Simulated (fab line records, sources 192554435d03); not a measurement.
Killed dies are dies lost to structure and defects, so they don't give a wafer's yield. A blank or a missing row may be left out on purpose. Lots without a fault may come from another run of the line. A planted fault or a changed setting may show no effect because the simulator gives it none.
Chamber matching | flow n5_finfet | N5_MIM_TOP_LITHO_DESCUM_10 on rie_diel-04: 4 sister chambers
The step chemistry O2, time 7.9 s. 4 wafers are shown with their chamber, then 10 later ones without.

WAFERS WITH THEIR CHAMBER
wafer  | chamber | showerhead_plenum_p_Torr (Torr)
L084.4 | 3       | 2.05
L087.6 | 2       | 2.18
L090.1 | 0       | 2.13
L090.3 | 1       | 2.13

WAFERS WITHOUT THEIR CHAMBER
wafer  | showerhead_plenum_p_Torr (Torr)
L090.5 | 2.04
L091.1 | 2.13
L091.2 | 2.13
L091.4 | 2.04
L092.1 | 2.04
L092.3 | 2.18
L092.4 | 2.13
L094.2 | 2.04
L094.3 | 2.13
L094.5 | 2.18

WHICH CHAMBER EACH WENT THROUGH
wafer  | from the rows above     | in truth
L090.5 | 3                       | 3
L091.1 | can't be placed: 0 or 1 | 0
L091.2 | can't be placed: 0 or 1 | 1
L091.4 | 3                       | 3
L092.1 | 3                       | 3
L092.3 | 2                       | 2
L092.4 | can't be placed: 0 or 1 | 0
L094.2 | 3                       | 3
L094.3 | can't be placed: 0 or 1 | 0
L094.5 | 2                       | 2
Placed correctly: 6 of 10. Can't be placed from these rows: 4 (the true chamber is among the candidates in 4). Placed wrongly: 0.
How it was worked out, from the rows above alone: a wafer's distance from a chamber is the root of the sum, over the readings, of the square of ((its reading less the chamber's mean) divided by the reading's scatter). The wafer belongs to the nearest chamber; if the next one is less than 2 further off, it can't be placed. A chamber's mean is the mean of its shown wafers. The scatter: with one shown wafer a chamber, the root of the mean of the squares of how far each hidden wafer lies from its nearest shown one.
